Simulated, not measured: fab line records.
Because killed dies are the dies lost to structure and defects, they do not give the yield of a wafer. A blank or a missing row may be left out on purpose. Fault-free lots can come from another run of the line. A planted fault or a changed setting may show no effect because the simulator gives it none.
Which of the tools did it?	flow n5_finfet	Sampling: 24 lots, 72 wafers, 6 of 1938 route steps

WHAT THE GAUGES SHOWED, per wafer
No reading from a measuring or inspecting step in the record can be judged against a usual standard deviation.

EACH LOT AND THE TOOL THAT RAN IT (in order: tool; ch and the chambers of the sampled wafers; start)
lot	N5_BEOL_M4_SPUTTER_86	N5_BEOL_M4_ANNEAL_91	N5_BEOL_M4_ANNEAL_93	N5_BEOL_M4_SPUTTER_96	N5_BEOL_M4_CO_CAP_55	N5_BEOL_M5_DESCUM_16
L074	pvd_sputter-02, day 7 23:41	pvd_sputter-02, day 8 00:13	pvd_sputter-02, day 8 00:26	pvd_sputter-02, day 8 00:47	cvd_co-01 ch 0,1,2, day 8 01:40	rie_diel-06 ch 0,3, day 8 07:10
L075	pvd_sputter-01, day 8 00:03	pvd_sputter-01, day 8 00:34	pvd_sputter-01, day 8 00:47	pvd_sputter-01, day 8 01:09	cvd_co-02 ch 1,2, day 8 02:01	rie_diel-06 ch 0,1,3, day 8 06:56
L077	pvd_sputter-01, day 8 17:36	pvd_sputter-01, day 8 18:07	pvd_sputter-01, day 8 18:20	pvd_sputter-01, day 8 18:42	cvd_co-01 ch 0,2, day 8 19:35	rie_diel-02 ch 0,2, day 8 22:32
L078	pvd_sputter-03, day 8 20:19	pvd_sputter-03, day 8 20:50	pvd_sputter-03, day 8 21:03	pvd_sputter-03, day 8 21:25	cvd_co-02 ch 0,1, day 8 22:17	rie_diel-04 ch 0,3, day 9 00:52
L076	pvd_sputter-01, day 8 20:38	pvd_sputter-01, day 8 21:09	pvd_sputter-01, day 8 21:22	pvd_sputter-01, day 8 21:44	cvd_co-02 ch 0,1,2, day 8 22:37	rie_diel-06 ch 1,2,3, day 9 03:21
L079	pvd_sputter-01, day 8 22:34	pvd_sputter-01, day 8 23:05	pvd_sputter-01, day 8 23:19	pvd_sputter-01, day 8 23:40	cvd_co-01 ch 0,1, day 9 00:44	rie_diel-02 ch 1,3, day 9 03:45
L081	pvd_sputter-01, day 9 04:03	pvd_sputter-01, day 9 04:34	pvd_sputter-01, day 9 04:47	pvd_sputter-01, day 9 05:09	cvd_co-02 ch 0,1, day 9 06:02	rie_diel-02 ch 0,2,3, day 9 09:15
L080	pvd_sputter-01, day 9 06:19	pvd_sputter-01, day 9 06:50	pvd_sputter-01, day 9 07:03	pvd_sputter-01, day 9 07:25	cvd_co-01 ch 0,1,2, day 9 08:17	rie_diel-04 ch 0,2,3, day 9 13:42
L082	pvd_sputter-02, day 9 18:24	pvd_sputter-02, day 9 18:55	pvd_sputter-02, day 9 19:08	pvd_sputter-02, day 9 19:30	cvd_co-01 ch 1,2, day 9 20:25	rie_diel-06 ch 0,1,2, day 10 00:10
L083	pvd_sputter-01, day 9 22:35	pvd_sputter-01, day 9 23:07	pvd_sputter-01, day 9 23:20	pvd_sputter-01, day 9 23:41	cvd_co-02 ch 0,1,2, day 10 00:33	rie_diel-02 ch 0,3, day 10 03:13
L084	pvd_sputter-03, day 10 08:01	pvd_sputter-03, day 10 08:32	pvd_sputter-03, day 10 08:45	pvd_sputter-03, day 10 09:07	cvd_co-01 ch 1,2, day 10 09:58	rie_diel-02 ch 0,1,2, day 10 13:24
L085	pvd_sputter-01, day 10 16:37	pvd_sputter-01, day 10 17:08	pvd_sputter-01, day 10 17:22	pvd_sputter-01, day 10 17:43	cvd_co-02 ch 0,1,2, day 10 18:37	rie_diel-04 ch 0,3, day 10 22:55
L087	pvd_sputter-01, day 11 00:17	pvd_sputter-01, day 11 00:49	pvd_sputter-01, day 11 01:02	pvd_sputter-01, day 11 01:23	cvd_co-01 ch 0,1,2, day 11 02:17	rie_diel-04 ch 0,1,3, day 11 05:55
L088	pvd_sputter-02, day 11 03:44	pvd_sputter-02, day 11 04:16	pvd_sputter-02, day 11 04:29	pvd_sputter-02, day 11 04:50	cvd_co-01 ch 0,1,2, day 11 05:51	rie_diel-02 ch 0,2, day 11 08:50
L086	pvd_sputter-01, day 11 05:29	pvd_sputter-01, day 11 06:01	pvd_sputter-01, day 11 06:14	pvd_sputter-01, day 11 06:35	cvd_co-01 ch 1,2, day 11 07:27	rie_diel-06 ch 1,2,3, day 11 11:01
L089	pvd_sputter-01, day 11 13:48	pvd_sputter-01, day 11 14:19	pvd_sputter-01, day 11 14:32	pvd_sputter-01, day 11 14:54	cvd_co-01 ch 0,1,2, day 11 15:46	rie_diel-04 ch 1,3, day 11 18:44
L090	pvd_sputter-01, day 11 18:41	pvd_sputter-01, day 11 19:12	pvd_sputter-01, day 11 19:25	pvd_sputter-01, day 11 19:47	cvd_co-02 ch 0,1,2, day 11 20:39	rie_diel-04 ch 1,3, day 11 23:26
L091	pvd_sputter-01, day 11 23:26	pvd_sputter-01, day 11 23:58	pvd_sputter-01, day 12 00:11	pvd_sputter-01, day 12 00:32	cvd_co-02 ch 0,1,2, day 12 01:25	rie_diel-06 ch 2,3, day 12 05:18
L093	pvd_sputter-03, day 12 10:01	pvd_sputter-03, day 12 10:32	pvd_sputter-03, day 12 10:46	pvd_sputter-03, day 12 11:07	cvd_co-02 ch 0,1,2, day 12 11:59	rie_diel-04 ch 2,3, day 12 16:53
L092	pvd_sputter-01, day 12 14:33	pvd_sputter-01, day 12 15:04	pvd_sputter-01, day 12 15:17	pvd_sputter-01, day 12 15:39	cvd_co-01 ch 0,1,2, day 12 16:31	rie_diel-06 ch 1,3, day 12 19:37
L094	pvd_sputter-03, day 13 02:47	pvd_sputter-03, day 13 03:18	pvd_sputter-03, day 13 03:31	pvd_sputter-03, day 13 03:53	cvd_co-02 ch 0,2, day 13 04:44	rie_diel-06 ch 1,2, day 13 09:38
L096	pvd_sputter-03, day 13 04:37	pvd_sputter-03, day 13 05:08	pvd_sputter-03, day 13 05:22	pvd_sputter-03, day 13 05:43	cvd_co-01 ch 0,1,2, day 13 06:35	rie_diel-02 ch 1,2, day 13 09:55
L095	pvd_sputter-01, day 13 04:45	pvd_sputter-01, day 13 05:16	pvd_sputter-01, day 13 05:29	pvd_sputter-01, day 13 05:51	cvd_co-01 ch 0,1,2, day 13 07:06	rie_diel-02 ch 1,2, day 13 10:19
L097	pvd_sputter-02, day 13 07:37	pvd_sputter-02, day 13 08:08	pvd_sputter-02, day 13 08:22	pvd_sputter-02, day 13 08:43	cvd_co-02 ch 0,1,2, day 13 09:35	rie_diel-04 ch 0,3, day 13 12:01
- N5_BEOL_M4_SPUTTER_86: material Cu, target thk 4.5 nm, time 8.29 s.
- N5_BEOL_M4_ANNEAL_91: time 240 s.
- N5_BEOL_M4_ANNEAL_93: time 240 s.
- N5_BEOL_M4_SPUTTER_96: material Cu, target thk 4.5 nm, time 8.29 s.
- N5_BEOL_M4_CO_CAP_55: material Co, precursor CCTBA/H2, target thk 2 nm, time 102.1 s.
- N5_BEOL_M5_DESCUM_16: chemistry O2, time 7 s.

AS READ BY THE TOOLS THEMSELVES (means over the sampled wafers that have a number; for cases with no such wafer, the mark the record gives instead)
N5_BEOL_M4_SPUTTER_86.
lot	tool	throttle_valve_pct (%)
L074	pvd_sputter-02	31.4
L075	pvd_sputter-01	29.8
L077	pvd_sputter-01	30.4
L078	pvd_sputter-03	31.3
L076	pvd_sputter-01	28.9
L079	pvd_sputter-01	30.1
L081	pvd_sputter-01	29.0
L080	pvd_sputter-01	29.0
L082	pvd_sputter-02	29.8
L083	pvd_sputter-01	28.9
L084	pvd_sputter-03	30.1
L085	pvd_sputter-01	29.7
L087	pvd_sputter-01	28.8
L088	pvd_sputter-02	29.8
L086	pvd_sputter-01	29.0
L089	pvd_sputter-01	28.9
L090	pvd_sputter-01	28.9
L091	pvd_sputter-01	30.7
L093	pvd_sputter-03	31.2
L092	pvd_sputter-01	29.1
L094	pvd_sputter-03	31.1
L096	pvd_sputter-03	30.5
L095	pvd_sputter-01	30.1
L097	pvd_sputter-02	30.6

N5_BEOL_M4_ANNEAL_91.
lot	tool	heater_power_w (W)
L074	pvd_sputter-02	912
L075	pvd_sputter-01	871
L077	pvd_sputter-01	850
L078	pvd_sputter-03	921
L076	pvd_sputter-01	844
L079	pvd_sputter-01	836
L081	pvd_sputter-01	848
L080	pvd_sputter-01	826
L082	pvd_sputter-02	944
L083	pvd_sputter-01	736
L084	pvd_sputter-03	847
L085	pvd_sputter-01	869
L087	pvd_sputter-01	837
L088	pvd_sputter-02	926
L086	pvd_sputter-01	828
L089	pvd_sputter-01	762
L090	pvd_sputter-01	923
L091	pvd_sputter-01	842
L093	pvd_sputter-03	909
L092	pvd_sputter-01	910
L094	pvd_sputter-03	856
L096	pvd_sputter-03	940
L095	pvd_sputter-01	822
L097	pvd_sputter-02	953

N5_BEOL_M4_ANNEAL_93.
lot	tool	heater_power_w (W)
L074	pvd_sputter-02	903
L075	pvd_sputter-01	876
L077	pvd_sputter-01	827
L078	pvd_sputter-03	921
L076	pvd_sputter-01	826
L079	pvd_sputter-01	825
L081	pvd_sputter-01	830
L080	pvd_sputter-01	840
L082	pvd_sputter-02	937
L083	pvd_sputter-01	747
L084	pvd_sputter-03	848
L085	pvd_sputter-01	876
L087	pvd_sputter-01	820
L088	pvd_sputter-02	940
L086	pvd_sputter-01	833
L089	pvd_sputter-01	744
L090	pvd_sputter-01	891
L091	pvd_sputter-01	832
L093	pvd_sputter-03	910
L092	pvd_sputter-01	908
L094	pvd_sputter-03	871
L096	pvd_sputter-03	950
L095	pvd_sputter-01	845
L097	pvd_sputter-02	933

N5_BEOL_M4_SPUTTER_96.
lot	tool	throttle_valve_pct (%)
L074	pvd_sputter-02	31.2
L075	pvd_sputter-01	29.7
L077	pvd_sputter-01	30.2
L078	pvd_sputter-03	31.2
L076	pvd_sputter-01	28.9
L079	pvd_sputter-01	30.2
L081	pvd_sputter-01	29.0
L080	pvd_sputter-01	29.0
L082	pvd_sputter-02	29.8
L083	pvd_sputter-01	28.8
L084	pvd_sputter-03	30.0
L085	pvd_sputter-01	29.8
L087	pvd_sputter-01	28.7
L088	pvd_sputter-02	29.7
L086	pvd_sputter-01	29.1
L089	pvd_sputter-01	28.8
L090	pvd_sputter-01	29.1
L091	pvd_sputter-01	30.5
L093	pvd_sputter-03	31.2
L092	pvd_sputter-01	29.2
L094	pvd_sputter-03	30.8
L096	pvd_sputter-03	30.5
L095	pvd_sputter-01	30.4
L097	pvd_sputter-02	30.7

N5_BEOL_M4_CO_CAP_55.
lot	tool	heater_power_w (W)
L074	cvd_co-01	215
L075	cvd_co-02	253
L077	cvd_co-01	218
L078	cvd_co-02	234
L076	cvd_co-02	241
L079	cvd_co-01	229
L081	cvd_co-02	230
L080	cvd_co-01	215
L082	cvd_co-01	201
L083	cvd_co-02	241
L084	cvd_co-01	202
L085	cvd_co-02	240
L087	cvd_co-01	217
L088	cvd_co-01	219
L086	cvd_co-01	219
L089	cvd_co-01	217
L090	cvd_co-02	244
L091	cvd_co-02	243
L093	cvd_co-02	242
L092	cvd_co-01	218
L094	cvd_co-02	238
L096	cvd_co-01	221
L095	cvd_co-01	220
L097	cvd_co-02	243

N5_BEOL_M5_DESCUM_16.
lot	tool	drypump_motor_current_A (A)	o2_flow_sccm (sccm)	oes_product_au (a.u.)	rf_fwd_power_W (W)	rf_vpp_V (V)	showerhead_plenum_p_Torr (Torr)	throttle_valve_pct (%)
L074	rie_diel-06	5.6	225.9	0.74	49.29	243.7	2.12	20.47
L075	rie_diel-06	5.8	225.1	0.78	49.34	243.4	2.08	20.37
L077	rie_diel-02	6.0	225.7	0.79	49.04	243.0	2.09	20.86
L078	rie_diel-04	5.9	225.5	0.90	49.17	242.5	2.11	20.39
L076	rie_diel-06	5.9	225.0	0.80	49.48	244.2	2.15	20.28
L079	rie_diel-02	5.8	225.5	0.84	49.31	244.5	2.23	20.11
L081	rie_diel-02	5.8	225.3	0.78	49.17	243.5	2.15	20.57
L080	rie_diel-04	5.7	225.1	0.87	49.19	242.9	2.07	20.37
L082	rie_diel-06	5.9	225.5	0.78	49.43	242.6	2.09	20.40
L083	rie_diel-02	5.6	224.8	0.79	49.10	244.9	2.21	20.31
L084	rie_diel-02	5.7	224.8	0.80	49.27	243.9	2.16	20.69
L085	rie_diel-04	5.9	224.5	0.86	49.20	243.7	2.11	20.40
L087	rie_diel-04	5.7	225.3	0.82	49.19	243.5	2.08	20.35
L088	rie_diel-02	6.0	223.9	0.77	49.23	243.1	2.09	20.89
L086	rie_diel-06	5.9	224.9	0.78	49.32	243.5	2.14	20.29
L089	rie_diel-04	5.7	224.3	0.74	49.43	243.2	2.08	20.43
L090	rie_diel-04	5.7	225.3	0.73	49.49	242.8	2.08	20.43
L091	rie_diel-06	5.7	224.4	0.75	49.36	244.6	2.19	20.40
L093	rie_diel-04	5.6	224.4	0.81	49.36	242.8	2.05	20.53
L092	rie_diel-06	5.8	224.5	0.75	49.56	242.8	2.12	20.31
L094	rie_diel-06	6.1	224.8	0.80	49.27	244.7	2.15	20.33
L096	rie_diel-02	5.9	225.5	0.81	49.56	243.8	2.16	20.54
L095	rie_diel-02	5.9	225.9	0.81	49.31	243.9	2.16	20.55
L097	rie_diel-04	5.7	224.9	0.85	49.19	241.9	2.07	20.34

THE ANSWER, worked out from the rows above alone
Rule: the usual values come from the lots themselves. Put in order of their means at a reading, lots are off if they are a third of the lots or fewer, leave a main group of 4 or more, and stand apart from it by a gap of 3 or more times the standard deviation of the main group's means; of several such gaps the widest counts. The tables above print the reading to a certain number of digits; a main group whose means all agree to those digits is not used. Also off: a lot with no number at a reading for which 4 or more lots have one. Where the step has rows for the other lots, those lots are counted as sound. After the gauges, taken in route order, come the tools' own readings; for these a lot's mean is taken, as printed above. At the first step where some lot is off, the reading lying furthest off is the one used; lots without a number count as furthest.
Across all readings shown, no lot is off: no conclusion can be drawn from this.

WHAT THE SIMULATOR HAD INSERTED
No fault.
